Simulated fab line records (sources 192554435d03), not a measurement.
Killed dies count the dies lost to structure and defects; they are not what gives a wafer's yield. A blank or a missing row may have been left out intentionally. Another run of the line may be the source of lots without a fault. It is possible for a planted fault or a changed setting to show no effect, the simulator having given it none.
fab line records -- flow n5_finfet -- part 1 of 2: steps 1 to 4 of 6
record lots=24, wafers=72, last_day=18
route steps=1938 shown MOL_CONTACT_COAG@531
lots that met no fault: from a run of the same line without faults
start_h: hours from the record's opening day to when the first of the lot's shown wafers began -- wait_h: hours elapsed since this lot's preceding step -- " repeats the value in the row above -- L1.1+2: one row covering several wafers at once -- - either no value or no given start -- * or withheld: withheld -- < > ~ a bound
route shown NAME@n: a module of which the file shows steps, and the number in the route of the first -- usual: average and standard deviation across the fault-free wafers -- same: alike in all rows -- chamber/n: place in a boat -- sites: the reading at each site -- _std_site: the standard deviation of these -- _edge_site: the outer-site mean with the inner-site mean subtracted -- radius_mm: for every site, how far away it sits from the centre of the wafer -- mask NAME#n: copy n -- behind: the tool/chamber that last shaped the wafer -- hold: why the lot went on hold/how many hours it stayed there/how the hold came to an end -- device: whichever transistor did not switch (one of n, p or np) -- end of line: tests of these same wafers at the route's end -- for a step that has no rows: nothing shown but its recipe -- killed: the dies lost at the first sort to structure and to defects; this is not the yield of the wafer -- map: the dies of a wafer, with x for killed, . for not killed, _ for no die there
set.NAME: setting as actually run; set.NAME@STEP: the setting as run at that earlier step -- model.NAME: the simulator's own value behind a step, which no gauge read
steps of the route over a sample of lots; a table a step, a row a wafer
services: a tool's chamber out of use, with start hour (start_h, from the record's first day; less than 0 if before it), hours out, and reason
## steps
# step N5_MOL_CONTACT_COAG_ETCH_105
# recipe chemistry=CF4, target=SiARC, target_depth_a=156, mask_material=CAR-EUV, time_s=26, ion_energy_ev=80, pressure_mtorr=40, source_w=545, bias_w=36, Ar_flow_sccm=100, cf4_flow_sccm=100, ends=cleared
# usual drypump_motor_current_A=5.4/0.34, etch_rf_on_time_s=25.7/0.58, oes_product_au=0.66/0.07, rf_vpp_V=184.6/0.98, showerhead_plenum_p_Torr=2.19/0.051, throttle_valve_pct=15.63/0.13
lot.wafer,tool,chamber,start_h,wait_h,drypump_motor_current_A,etch_rf_on_time_s,oes_product_au,rf_hours_counter_h,rf_vpp_V,showerhead_plenum_p_Torr,throttle_valve_pct
L074.4,rie_diel-02,2,95.89,0.0,5.4,25.0,0.64,-,185.0,2.23,15.74
L074.5,rie_diel-02,3,95.89,0.0,5.8,25.6,0.67,-,185.6,2.15,15.65
L074.6,rie_diel-02,1,95.89,0.0,5.7,26.2,0.62,-,185.7,2.23,15.79
L075.2,rie_diel-06,2,106.18,0.0,4.9,26.4,0.64,146,184.4,2.23,15.37
L075.3,rie_diel-06,1,106.18,0.0,5.6,26.0,0.62,186,184.7,2.22,15.54
L075.4,rie_diel-06,1,106.18,0.0,5.6,26.1,0.62,-,184.6,2.22,15.54
L076.2,rie_diel-06,0,107.08,0.0,5.2,25.2,0.68,104,184.5,2.25,15.78
L076.4,rie_diel-06,0,107.08,0.0,5.1,25.4,0.68,-,184.9,2.25,15.78
L076.6,rie_diel-06,1,107.08,0.0,5.6,25.4,0.63,-,185.3,2.22,15.54
L077.3,rie_diel-01,2,108.56,0.0,4.8,25.6,0.64,167,183.5,2.14,15.65
L077.4,rie_diel-01,1,108.56,0.0,6.2,25.3,0.70,63,184.9,2.17,15.45
L077.5,rie_diel-01,3,108.56,0.0,5.2,26.6,0.63,-,183.0,2.13,15.54
L078.3,rie_diel-02,0,120.56,0.0,5.2,26.1,0.81,8,186.2,2.28,15.53
L078.4,rie_diel-02,1,120.56,0.0,5.7,26.6,0.61,176,186.5,2.22,15.78
L078.5,rie_diel-02,3,120.56,0.0,5.9,25.6,0.66,-,186.2,2.15,15.68
L079.1,rie_diel-02,0,127.84,0.0,5.2,25.9,0.81,11,186.5,2.28,15.55
L079.4,rie_diel-02,3,127.84,0.0,5.9,25.5,0.66,116,183.4,2.15,15.67
L079.6,rie_diel-02,0,127.84,0.0,5.2,25.7,0.82,-,186.9,2.28,15.54
L080.1,rie_diel-01,3,130.88,0.0,5.2,26.5,0.62,197,185.0,2.13,15.57
L080.3,rie_diel-01,1,130.88,0.0,6.1,25.2,0.71,71,184.1,2.16,15.46
L080.4,rie_diel-01,2,130.88,0.0,4.8,25.6,0.64,175,183.0,2.14,15.66
L083.2,rie_diel-02,0,148.74,0.0,5.2,26.1,0.79,20,184.3,2.28,15.55
L083.4,rie_diel-02,2,148.74,0.0,5.5,25.9,0.61,207,185.8,2.22,15.78
L083.5,rie_diel-02,3,148.74,0.0,5.8,25.9,0.65,-,184.1,2.15,15.70
L081.2,rie_diel-02,1,151.67,0.0,5.6,26.4,0.61,190,186.3,2.22,15.82
L081.4,rie_diel-02,3,151.67,0.0,5.8,25.4,0.66,127,184.3,2.14,15.71
L081.6,rie_diel-02,1,151.67,0.0,5.6,26.5,0.61,-,184.5,2.22,15.81
L084.2,rie_diel-06,0,153.53,0.0,5.2,25.3,0.68,120,184.9,2.24,15.79
L084.4,rie_diel-06,3,153.53,0.0,5.7,24.4,0.86,7,183.2,2.11,15.54
L084.5,rie_diel-06,1,153.53,0.0,5.6,25.4,0.62,-,184.7,2.22,15.57
L082.1,rie_diel-01,1,154.64,0.0,6.1,25.2,0.69,83,184.3,2.16,15.52
L082.4,rie_diel-01,3,154.64,0.0,5.2,26.7,0.61,208,183.8,2.13,15.58
L082.6,rie_diel-01,2,154.64,0.0,4.8,25.6,0.63,-,185.0,2.13,15.70
L085.2,rie_diel-02,0,161.56,0.0,5.2,26.0,0.78,24,186.2,2.28,15.56
L085.4,rie_diel-02,3,161.56,0.0,5.8,25.3,0.65,130,184.2,2.14,15.71
L085.6,rie_diel-02,1,161.56,0.0,5.7,26.3,0.61,-,185.8,2.22,15.82
L086.4,rie_diel-06,2,161.82,0.0,4.9,25.9,0.63,166,184.5,2.22,15.42
L086.5,rie_diel-06,2,161.82,0.0,4.9,26.0,0.63,-,185.2,2.22,15.41
L086.6,rie_diel-06,3,161.82,0.0,5.7,24.4,0.84,-,183.0,2.10,15.55
L087.4,rie_diel-01,3,171.62,0.0,5.2,26.6,0.61,213,184.9,2.12,15.59
L087.5,rie_diel-01,3,171.62,0.0,5.2,26.7,0.61,-,184.9,2.12,15.59
L087.6,rie_diel-01,2,171.62,0.0,4.8,25.8,0.62,-,182.7,2.13,15.69
L088.1,rie_diel-02,2,172.80,0.0,5.4,25.6,0.61,215,184.4,2.21,15.80
L088.2,rie_diel-02,1,172.80,0.0,5.7,26.3,0.60,197,185.0,2.22,15.82
L088.6,rie_diel-02,3,172.80,0.0,5.9,25.8,0.65,-,183.8,2.14,15.72
L089.1,rie_diel-06,2,180.33,0.0,5.0,25.8,0.62,172,185.2,2.22,15.42
L089.3,rie_diel-06,1,180.33,0.0,5.6,25.6,0.61,211,186.0,2.21,15.57
L089.5,rie_diel-06,2,180.33,0.0,5.0,25.7,0.62,-,184.8,2.22,15.41
L090.2,rie_diel-01,0,186.17,0.0,5.6,25.9,0.58,236,184.8,2.21,15.58
L090.3,rie_diel-01,3,186.17,0.0,5.2,26.5,0.60,219,184.4,2.12,15.59
L090.4,rie_diel-01,2,186.17,0.0,4.8,25.8,0.62,197,183.4,2.13,15.72
L091.1,rie_diel-02,1,190.83,0.0,5.7,27.1,0.58,204,183.3,2.22,15.84
L091.5,rie_diel-02,2,190.83,0.0,5.5,25.6,0.60,-,183.3,2.21,15.81
L091.6,rie_diel-02,1,190.83,0.0,5.7,26.5,0.60,-,186.5,2.22,15.84
L092.1,rie_diel-01,2,197.59,0.0,4.8,25.8,0.61,201,185.1,2.13,15.71
L092.3,rie_diel-01,3,197.59,0.0,5.2,26.8,0.59,224,183.3,2.12,15.59
L092.6,rie_diel-01,0,197.59,0.0,5.6,26.0,0.58,-,185.0,2.21,15.57
L093.1,rie_diel-06,1,209.26,0.0,5.6,25.5,0.61,222,185.0,2.21,15.62
L093.3,rie_diel-06,3,209.26,0.0,5.6,24.3,0.80,29,185.0,2.10,15.58
L093.5,rie_diel-06,3,209.26,0.0,5.6,24.5,0.80,-,183.3,2.10,15.59
L094.1,rie_diel-06,3,213.62,0.0,5.7,24.4,0.80,31,183.3,2.10,15.58
L094.2,rie_diel-06,0,213.62,0.0,5.2,25.3,0.66,142,186.1,2.23,15.84
L094.5,rie_diel-06,2,213.62,0.0,5.0,25.9,0.62,-,183.8,2.22,15.43
L095.3,rie_diel-06,3,216.31,0.0,5.6,24.7,0.79,31,183.7,2.10,15.58
L095.5,rie_diel-06,1,216.31,0.0,5.6,25.6,0.60,-,184.3,2.21,15.62
L095.6,rie_diel-06,2,216.31,0.0,5.0,26.1,0.61,-,185.6,2.22,15.45
L096.1,rie_diel-06,2,224.72,0.0,4.9,25.9,0.62,184,184.9,2.22,15.44
L096.3,rie_diel-06,1,224.72,0.0,5.6,25.7,0.60,228,186.0,2.21,15.63
L096.5,rie_diel-06,3,224.72,0.0,5.6,24.3,0.79,-,183.0,2.10,15.58
L097.2,rie_diel-06,0,234.13,0.0,5.2,25.1,0.65,149,186.0,2.23,15.87
L097.3,rie_diel-06,3,234.13,0.0,5.7,24.6,0.79,37,183.9,2.10,15.59
L097.4,rie_diel-06,2,234.13,0.0,4.9,26.1,0.61,187,183.6,2.21,15.48
# step N5_MOL_CONTACT_COAG_ETCH_106
# recipe chemistry=N2/H2, target=SOC, target_depth_a=800, overetch_a=160, mask_material=SiARC, temp_c=40, time_s=120, ion_energy_ev=200, pressure_mtorr=30, source_w=840, bias_w=150, n2_flow_sccm=200, h2_flow_sccm=200
# usual drypump_motor_current_A=5.4/0.34, h2_flow_sccm=200.0/0.68, oes_product_au=0.68/0.067, rf_vpp_V=525.6/1.8, showerhead_plenum_p_Torr=2.60/0.064, throttle_valve_pct=17.84/0.19
# same time_s=120
lot.wafer,tool,chamber,start_h,wait_h,drypump_motor_current_A,h2_flow_sccm,oes_product_au,rf_hours_counter_h,rf_vpp_V,showerhead_plenum_p_Torr,throttle_valve_pct
L074.4,rie_diel-02,2,95.94,0.0,5.4,199.0,0.66,-,526.8,2.62,17.83
L074.5,rie_diel-02,3,95.94,0.0,5.8,199.6,0.69,-,526.8,2.55,17.81
L074.6,rie_diel-02,1,95.94,0.0,5.7,200.2,0.66,-,527.0,2.65,18.14
L075.2,rie_diel-06,2,106.21,0.0,5.0,199.7,0.67,146,526.2,2.64,17.60
L075.3,rie_diel-06,1,106.21,0.0,5.6,200.4,0.66,186,526.6,2.62,17.54
L075.4,rie_diel-06,1,106.21,0.0,5.6,200.4,0.65,-,526.8,2.62,17.53
L076.2,rie_diel-06,0,107.11,0.0,5.2,199.9,0.70,104,527.0,2.67,18.12
L076.4,rie_diel-06,0,107.11,0.0,5.2,199.1,0.71,-,527.4,2.67,18.12
L076.6,rie_diel-06,1,107.11,0.0,5.6,199.8,0.66,-,525.3,2.62,17.52
L077.3,rie_diel-01,2,108.59,0.0,4.8,200.2,0.68,167,524.0,2.54,17.83
L077.4,rie_diel-01,1,108.59,0.0,6.2,199.7,0.74,63,524.2,2.58,17.77
L077.5,rie_diel-01,3,108.59,0.0,5.2,201.6,0.67,-,523.5,2.53,17.75
L078.3,rie_diel-02,0,120.58,0.0,5.2,200.1,0.84,8,528.8,2.72,17.81
L078.4,rie_diel-02,1,120.58,0.0,5.7,199.9,0.65,176,527.5,2.65,18.16
L078.5,rie_diel-02,3,120.58,0.0,5.9,200.1,0.67,-,525.4,2.55,17.81
L079.1,rie_diel-02,0,127.87,0.0,5.2,200.0,0.85,11,528.4,2.72,17.82
L079.4,rie_diel-02,3,127.87,0.0,5.9,199.6,0.68,116,524.8,2.55,17.83
L079.6,rie_diel-02,0,127.87,0.0,5.2,198.8,0.85,-,527.5,2.72,17.81
L080.1,rie_diel-01,3,130.91,0.0,5.2,199.8,0.66,197,523.1,2.52,17.77
L080.3,rie_diel-01,1,130.91,0.0,6.1,200.3,0.72,71,523.2,2.57,17.79
L080.4,rie_diel-01,2,130.91,0.0,4.8,199.9,0.66,175,524.8,2.54,17.86
L083.2,rie_diel-02,0,148.77,0.0,5.2,200.0,0.82,20,527.5,2.71,17.83
L083.4,rie_diel-02,2,148.77,0.0,5.4,199.4,0.64,207,526.9,2.62,17.85
L083.5,rie_diel-02,3,148.77,0.0,5.8,200.2,0.67,-,524.5,2.55,17.87
L081.2,rie_diel-02,1,151.70,0.0,5.7,200.4,0.64,190,525.4,2.64,18.18
L081.4,rie_diel-02,3,151.70,0.0,5.8,200.9,0.67,127,524.4,2.55,17.86
L081.6,rie_diel-02,1,151.70,0.0,5.7,200.6,0.63,-,525.9,2.64,18.14
L084.2,rie_diel-06,0,153.56,0.0,5.2,199.3,0.70,120,526.7,2.67,18.16
L084.4,rie_diel-06,3,153.56,0.0,5.6,200.6,0.86,7,522.6,2.49,17.77
L084.5,rie_diel-06,1,153.56,0.0,5.6,201.4,0.64,-,525.9,2.61,17.56
L082.1,rie_diel-01,1,154.67,0.0,6.1,200.4,0.71,83,524.4,2.57,17.80
L082.4,rie_diel-01,3,154.67,0.0,5.2,200.0,0.65,208,523.8,2.52,17.78
L082.6,rie_diel-01,2,154.67,0.0,4.8,200.7,0.66,-,523.7,2.53,17.88
L085.2,rie_diel-02,0,161.59,0.0,5.2,199.3,0.82,24,527.3,2.71,17.83
L085.4,rie_diel-02,3,161.59,0.0,5.9,198.7,0.67,130,524.4,2.54,17.86
L085.6,rie_diel-02,1,161.59,0.0,5.7,200.8,0.64,-,527.3,2.64,18.17
L086.4,rie_diel-06,2,161.84,0.0,5.0,199.5,0.66,166,526.2,2.63,17.65
L086.5,rie_diel-06,2,161.84,0.0,5.0,200.1,0.66,-,528.5,2.63,17.66
L086.6,rie_diel-06,3,161.84,0.0,5.7,200.2,0.85,-,522.2,2.48,17.77
L087.4,rie_diel-01,3,171.65,0.0,5.2,200.3,0.65,213,524.1,2.52,17.81
L087.5,rie_diel-01,3,171.65,0.0,5.2,199.9,0.65,-,522.5,2.52,17.81
L087.6,rie_diel-01,2,171.65,0.0,4.8,199.8,0.65,-,523.6,2.53,17.87
L088.1,rie_diel-02,2,172.83,0.0,5.4,199.2,0.63,215,527.1,2.61,17.86
L088.2,rie_diel-02,1,172.83,0.0,5.7,201.1,0.63,197,525.9,2.64,18.18
L088.6,rie_diel-02,3,172.83,0.0,5.9,198.2,0.67,-,525.1,2.54,17.86
L089.1,rie_diel-06,2,180.36,0.0,4.9,200.3,0.65,172,527.3,2.63,17.65
L089.3,rie_diel-06,1,180.36,0.0,5.6,200.0,0.64,211,526.9,2.61,17.57
L089.5,rie_diel-06,2,180.36,0.0,4.9,201.0,0.65,-,525.1,2.63,17.67
L090.2,rie_diel-01,0,186.20,0.0,5.6,200.0,0.61,236,526.7,2.62,17.79
L090.3,rie_diel-01,3,186.20,0.0,5.2,201.1,0.64,219,524.3,2.51,17.80
L090.4,rie_diel-01,2,186.20,0.0,4.8,199.5,0.65,197,523.8,2.53,17.89
L091.1,rie_diel-02,1,190.86,0.0,5.7,200.9,0.62,204,526.2,2.64,18.20
L091.5,rie_diel-02,2,190.86,0.0,5.4,202.0,0.63,-,526.6,2.61,17.88
L091.6,rie_diel-02,1,190.86,0.0,5.7,200.3,0.63,-,525.3,2.64,18.20
L092.1,rie_diel-01,2,197.62,0.0,4.8,200.2,0.65,201,522.0,2.53,17.90
L092.3,rie_diel-01,3,197.62,0.0,5.3,200.3,0.64,224,523.1,2.51,17.83
L092.6,rie_diel-01,0,197.62,0.0,5.6,199.9,0.60,-,526.8,2.62,17.81
L093.1,rie_diel-06,1,209.29,0.0,5.6,200.2,0.63,222,525.9,2.60,17.60
L093.3,rie_diel-06,3,209.29,0.0,5.6,199.2,0.81,29,522.1,2.48,17.81
L093.5,rie_diel-06,3,209.29,0.0,5.6,199.7,0.81,-,521.0,2.48,17.79
L094.1,rie_diel-06,3,213.65,0.0,5.6,201.1,0.81,31,522.4,2.48,17.79
L094.2,rie_diel-06,0,213.65,0.0,5.2,200.8,0.68,142,526.8,2.66,18.21
L094.5,rie_diel-06,2,213.65,0.0,5.0,199.9,0.64,-,526.7,2.63,17.68
L095.3,rie_diel-06,3,216.33,0.0,5.7,199.3,0.80,31,522.0,2.48,17.81
L095.5,rie_diel-06,1,216.33,0.0,5.6,200.5,0.63,-,525.6,2.60,17.60
L095.6,rie_diel-06,2,216.33,0.0,5.0,199.7,0.64,-,526.2,2.63,17.67
L096.1,rie_diel-06,2,224.75,0.0,5.0,200.3,0.65,184,526.7,2.62,17.68
L096.3,rie_diel-06,1,224.75,0.0,5.6,199.4,0.62,228,524.7,2.60,17.61
L096.5,rie_diel-06,3,224.75,0.0,5.6,198.7,0.80,-,522.8,2.47,17.82
L097.2,rie_diel-06,0,234.16,0.0,5.2,199.1,0.67,149,526.4,2.65,18.22
L097.3,rie_diel-06,3,234.16,0.0,5.7,199.1,0.80,37,521.7,2.47,17.82
L097.4,rie_diel-06,2,234.16,0.0,5.0,200.8,0.65,187,526.1,2.62,17.67
# step N5_MOL_CONTACT_COAG_TI_SIL_19
# recipe material=Ti, target_thk_a=42, temp_c=200, chamber_pressure_pa=5, power_w=5000, time_s=15
# usual throttle_valve_pct=29.5/0.97
# same time_s=15
lot.wafer,tool,chamber,start_h,wait_h,throttle_valve_pct
L074.4,pvd_sputter-02,-,96.72,0.1,29.2
L074.5,pvd_sputter-02,-,96.72,0.1,28.9
L074.6,pvd_sputter-02,-,96.72,0.1,29.7
L076.2,pvd_sputter-03,-,108.28,0.2,29.3
L076.4,pvd_sputter-03,-,108.28,0.2,29.0
L076.6,pvd_sputter-03,-,108.28,0.2,28.8
L075.2,pvd_sputter-01,-,108.33,0.2,28.1
L075.3,pvd_sputter-01,-,108.33,0.2,31.4
L075.4,pvd_sputter-01,-,108.33,0.2,30.6
L077.3,pvd_sputter-01,-,109.43,0.2,30.7
L077.4,pvd_sputter-01,-,109.43,0.2,28.0
L077.5,pvd_sputter-01,-,109.43,0.2,28.1
L078.3,pvd_sputter-03,-,122.43,0.3,29.0
L078.4,pvd_sputter-03,-,122.43,0.3,29.0
L078.5,pvd_sputter-03,-,122.43,0.3,28.8
L079.1,pvd_sputter-02,-,128.64,0.2,29.9
L079.4,pvd_sputter-02,-,128.64,0.2,29.2
L079.6,pvd_sputter-02,-,128.64,0.2,29.9
L080.1,pvd_sputter-03,-,131.76,0.2,29.5
L080.3,pvd_sputter-03,-,131.76,0.2,29.5
L080.4,pvd_sputter-03,-,131.76,0.2,29.2
L083.2,pvd_sputter-01,-,151.14,0.2,31.5
L083.4,pvd_sputter-01,-,151.14,0.2,28.0
L083.5,pvd_sputter-01,-,151.14,0.2,31.6
L081.2,pvd_sputter-01,-,154.20,0.2,30.8
L081.4,pvd_sputter-01,-,154.20,0.2,28.4
L081.6,pvd_sputter-01,-,154.20,0.2,29.8
L084.2,pvd_sputter-01,-,154.40,0.2,30.0
L084.4,pvd_sputter-01,-,154.40,0.2,28.0
L084.5,pvd_sputter-01,-,154.40,0.2,28.0
L082.1,pvd_sputter-01,-,155.66,0.3,30.1
L082.4,pvd_sputter-01,-,155.66,0.3,28.4
L082.6,pvd_sputter-01,-,155.66,0.3,32.0
L085.2,pvd_sputter-02,-,162.82,0.2,29.7
L085.4,pvd_sputter-02,-,162.82,0.2,28.2
L085.6,pvd_sputter-02,-,162.82,0.2,28.5
L086.4,pvd_sputter-01,-,162.88,0.1,28.1
L086.5,pvd_sputter-01,-,162.88,0.1,31.6
L086.6,pvd_sputter-01,-,162.88,0.1,30.7
L087.4,pvd_sputter-01,-,172.54,0.1,30.8
L087.5,pvd_sputter-01,-,172.54,0.1,31.5
L087.6,pvd_sputter-01,-,172.54,0.1,30.3
L088.1,pvd_sputter-03,-,173.75,0.2,29.2
L088.2,pvd_sputter-03,-,173.75,0.2,29.5
L088.6,pvd_sputter-03,-,173.75,0.2,28.8
L089.1,pvd_sputter-03,-,181.21,0.2,28.7
L089.3,pvd_sputter-03,-,181.21,0.2,29.6
L089.5,pvd_sputter-03,-,181.21,0.2,29.1
L090.2,pvd_sputter-01,-,187.03,0.2,29.7
L090.3,pvd_sputter-01,-,187.03,0.2,30.5
L090.4,pvd_sputter-01,-,187.03,0.2,31.6
L091.1,pvd_sputter-03,-,191.65,0.2,29.1
L091.5,pvd_sputter-03,-,191.65,0.2,29.1
L091.6,pvd_sputter-03,-,191.65,0.2,28.9
L092.1,pvd_sputter-03,-,198.40,0.2,29.0
L092.3,pvd_sputter-03,-,198.40,0.2,28.6
L092.6,pvd_sputter-03,-,198.40,0.2,28.5
L093.1,pvd_sputter-03,-,210.32,0.3,29.3
L093.3,pvd_sputter-03,-,210.32,0.3,29.4
L093.5,pvd_sputter-03,-,210.32,0.3,29.3
L094.1,pvd_sputter-02,-,214.46,0.2,29.1
L094.2,pvd_sputter-02,-,214.46,0.2,30.0
L094.5,pvd_sputter-02,-,214.46,0.2,29.8
L095.3,pvd_sputter-03,-,218.52,0.7,29.5
L095.5,pvd_sputter-03,-,218.52,0.7,28.8
L095.6,pvd_sputter-03,-,218.52,0.7,29.5
L096.1,pvd_sputter-03,-,226.41,0.2,28.9
L096.3,pvd_sputter-03,-,226.41,0.2,29.5
L096.5,pvd_sputter-03,-,226.41,0.2,29.3
L097.2,pvd_sputter-02,-,234.93,0.1,28.9
L097.3,pvd_sputter-02,-,234.93,0.1,28.9
L097.4,pvd_sputter-02,-,234.93,0.1,29.0
# step N5_MOL_CONTACT_COAG_PRE_CLEAN_141
# recipe gas=H2/He, time_s=60, temp_c=300
# usual heater_power_w=454/46
# same time_s=60
lot.wafer,tool,chamber,start_h,wait_h,heater_power_w
L074.4,pvd_sputter-03,-,98.44,0.9,426
L074.5,pvd_sputter-03,-,98.44,0.9,515
L074.6,pvd_sputter-03,-,98.44,0.9,423
L076.2,pvd_sputter-03,-,109.07,0.2,372
L076.4,pvd_sputter-03,-,109.07,0.2,411
L076.6,pvd_sputter-03,-,109.07,0.2,426
L075.2,pvd_sputter-03,-,109.31,0.3,471
L075.3,pvd_sputter-03,-,109.31,0.3,427
L075.4,pvd_sputter-03,-,109.31,0.3,377
L077.3,pvd_sputter-02,-,110.95,0.9,430
L077.4,pvd_sputter-02,-,110.95,0.9,448
L077.5,pvd_sputter-02,-,110.95,0.9,419
L078.3,pvd_sputter-03,-,123.49,0.5,360
L078.4,pvd_sputter-03,-,123.49,0.5,421
L078.5,pvd_sputter-03,-,123.49,0.5,371
L079.1,pvd_sputter-03,-,131.60,2.4,470
L079.4,pvd_sputter-03,-,131.60,2.4,414
L079.6,pvd_sputter-03,-,131.60,2.4,511
L080.1,pvd_sputter-01,-,133.94,1.7,457
L080.3,pvd_sputter-01,-,133.94,1.7,530
L080.4,pvd_sputter-01,-,133.94,1.7,441
L083.2,pvd_sputter-02,-,152.01,0.2,491
L083.4,pvd_sputter-02,-,152.01,0.2,416
L083.5,pvd_sputter-02,-,152.01,0.2,476
L081.2,pvd_sputter-01,-,155.38,0.6,436
L081.4,pvd_sputter-01,-,155.38,0.6,418
L081.6,pvd_sputter-01,-,155.38,0.6,435
L084.2,pvd_sputter-01,-,156.28,1.3,450
L084.4,pvd_sputter-01,-,156.28,1.3,536
L084.5,pvd_sputter-01,-,156.28,1.3,453
L082.1,pvd_sputter-03,-,156.85,0.6,516
L082.4,pvd_sputter-03,-,156.85,0.6,480
L082.6,pvd_sputter-03,-,156.85,0.6,523
L085.2,pvd_sputter-01,-,163.94,0.6,454
L085.4,pvd_sputter-01,-,163.94,0.6,427
L085.6,pvd_sputter-01,-,163.94,0.6,452
L086.4,pvd_sputter-02,-,163.99,0.5,478
L086.5,pvd_sputter-02,-,163.99,0.5,418
L086.6,pvd_sputter-02,-,163.99,0.5,469
L087.4,pvd_sputter-03,-,173.35,0.2,481
L087.5,pvd_sputter-03,-,173.35,0.2,517
L087.6,pvd_sputter-03,-,173.35,0.2,403
L088.1,pvd_sputter-03,-,176.45,2.2,476
L088.2,pvd_sputter-03,-,176.45,2.2,529
L088.6,pvd_sputter-03,-,176.45,2.2,411
L089.1,pvd_sputter-01,-,182.82,1.1,445
L089.3,pvd_sputter-01,-,182.82,1.1,431
L089.5,pvd_sputter-01,-,182.82,1.1,428
L090.2,pvd_sputter-02,-,188.32,0.7,483
L090.3,pvd_sputter-02,-,188.32,0.7,470
L090.4,pvd_sputter-02,-,188.32,0.7,427
L091.1,pvd_sputter-02,-,192.38,0.2,413
L091.5,pvd_sputter-02,-,192.38,0.2,454
L091.6,pvd_sputter-02,-,192.38,0.2,415
L092.1,pvd_sputter-01,-,200.28,1.3,425
L092.3,pvd_sputter-01,-,200.28,1.3,424
L092.6,pvd_sputter-01,-,200.28,1.3,432
L093.1,pvd_sputter-03,-,211.44,0.6,471
L093.3,pvd_sputter-03,-,211.44,0.6,374
L093.5,pvd_sputter-03,-,211.44,0.6,519
L094.1,pvd_sputter-01,-,215.63,0.6,436
L094.2,pvd_sputter-01,-,215.63,0.6,423
L094.5,pvd_sputter-01,-,215.63,0.6,435
L095.3,pvd_sputter-01,-,219.83,0.7,441
L095.5,pvd_sputter-01,-,219.83,0.7,544
L095.6,pvd_sputter-01,-,219.83,0.7,456
L096.1,pvd_sputter-03,-,227.63,0.7,368
L096.3,pvd_sputter-03,-,227.63,0.7,436
L096.5,pvd_sputter-03,-,227.63,0.7,515
L097.2,pvd_sputter-03,-,237.11,1.5,523
L097.3,pvd_sputter-03,-,237.11,1.5,373
L097.4,pvd_sputter-03,-,237.11,1.5,463
